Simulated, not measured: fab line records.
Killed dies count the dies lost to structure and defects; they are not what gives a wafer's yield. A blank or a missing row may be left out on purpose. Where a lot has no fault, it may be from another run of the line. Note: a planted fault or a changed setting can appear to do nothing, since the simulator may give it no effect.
A lot that was struck, set against a sound lot    flow nand-harc    14 steps out of a route of 1302
Sound: these wafers, L758.2, L758.3, L758.6. Struck: wafers L762.3, L762.5, L762.6. The cause comes at the end.
For every step that has rows: the tool of each side, followed by ch and its chambers, followed by its first start. Under that, the readings that differ: sound wafers    struck wafers    difference of the means    sigmas: that difference in standard deviations of wafers without a fault.
alike: readings with means less than 2 such deviations apart, plus words and numbers identical on both sides. not compared: withheld readings, readings lacking a value on some wafer, bounds such as >300 that could conceal the same value, and numbers that have no deviation in the record and whose values overlap.
A row with sigmas, a row that says differs or no value, or rows on one side alone: a step with any of these is where the two part. Non-overlapping numbers with no deviation appear without sigmas and do not part them. A reading that every wafer of one side lacks parts them only if that side has two wafers or more.

first, 8 steps without rows for these wafers: NHARC_THIN_TSV_DEHYDRATE_25 (time 120 s); NHARC_THIN_TSV_HMDS_26 (time 30 s); NHARC_THIN_TSV_COAT_27; NHARC_THIN_TSV_SOFTBAKE_28 (time 95 s); NHARC_THIN_TSV_EBR_29; NHARC_THIN_TSV_EXPOSE_30 (exposes mask PAD); NHARC_THIN_TSV_PEB_31 (peb time 85 s); NHARC_THIN_TSV_DEVELOP_32 (time 70 s).
NHARC_THIN_TSV_CD_MEAS_33: the cd target is 5000 nm.
  sound on cd-sem-01 ch 0, day 27 14:23; struck on cd-sem-01 ch 0, day 28 20:13
  alike: cd-nm
then, 1 step without rows for these wafers: NHARC_THIN_TSV_HARDBAKE_34 (time 80 s).
NHARC_THIN_TSV_DESCUM_35: chemistry O2, time 3 s.
  sound on rie-diel-01 ch 0,2, day 27 14:34; struck on rie-diel-12 ch 1,3, day 28 20:23
reading       sound           struck          difference  sigmas
rf-vpp-V (V)  57.8 57.9 59.1  56.3 56.6 55.0  -2.3        -2
  alike: chamber-pressure-mTorr, drypump-motor-current-A, mfc-ar-sccm, oes-product-au, showerhead-plenum-p-Torr, throttle-valve-pct
  not compared: rf-hours-counter-h
NHARC_THIN_TSV_ETCH_59: etches the open film in Cl2/BCl3, target depth 880 nm, time 138.1 s.
  sound on rie-metal-01 ch 1, day 27 14:43; struck on rie-metal-02 ch 0,1, day 28 20:37
  alike: chamber-pressure-mTorr, drypump-motor-current-A, oes-product-au, throttle-valve-pct
  not compared: rf-hours-counter-h
NHARC_THIN_TSV_ETCH_36: etches the open film in Cl2/BCl3, target depth 65 nm, time 18.571 s.
  sound on rie-metal-01 ch 0,1, day 27 14:56; struck on rie-metal-02 ch 0,1, day 28 20:47
reading                sound              struck             difference  sigmas
oes-product-au (a.u.)  0.995 0.972 0.994  0.877 0.871 0.860  -0.118      -11
  alike: chamber-pressure-mTorr, drypump-motor-current-A
  not compared: rf-hours-counter-h
NHARC_THIN_TSV_STRIP_56: strips in O2.
  sound on plasma-asher-02 ch 0,1, day 27 15:05; struck on plasma-asher-02 ch 0,1, day 28 21:01
  alike: drypump-motor-current-A, heater-power-w
  not compared: rf-hours-counter-h

== WHERE THEY PART ==
First at NHARC_THIN_TSV_DESCUM_35; last, within this record, at NHARC_THIN_TSV_ETCH_36. Later steps at which nothing parts them and some readings are alike: NHARC_THIN_TSV_STRIP_56.

WHY: the cause the simulator had injected
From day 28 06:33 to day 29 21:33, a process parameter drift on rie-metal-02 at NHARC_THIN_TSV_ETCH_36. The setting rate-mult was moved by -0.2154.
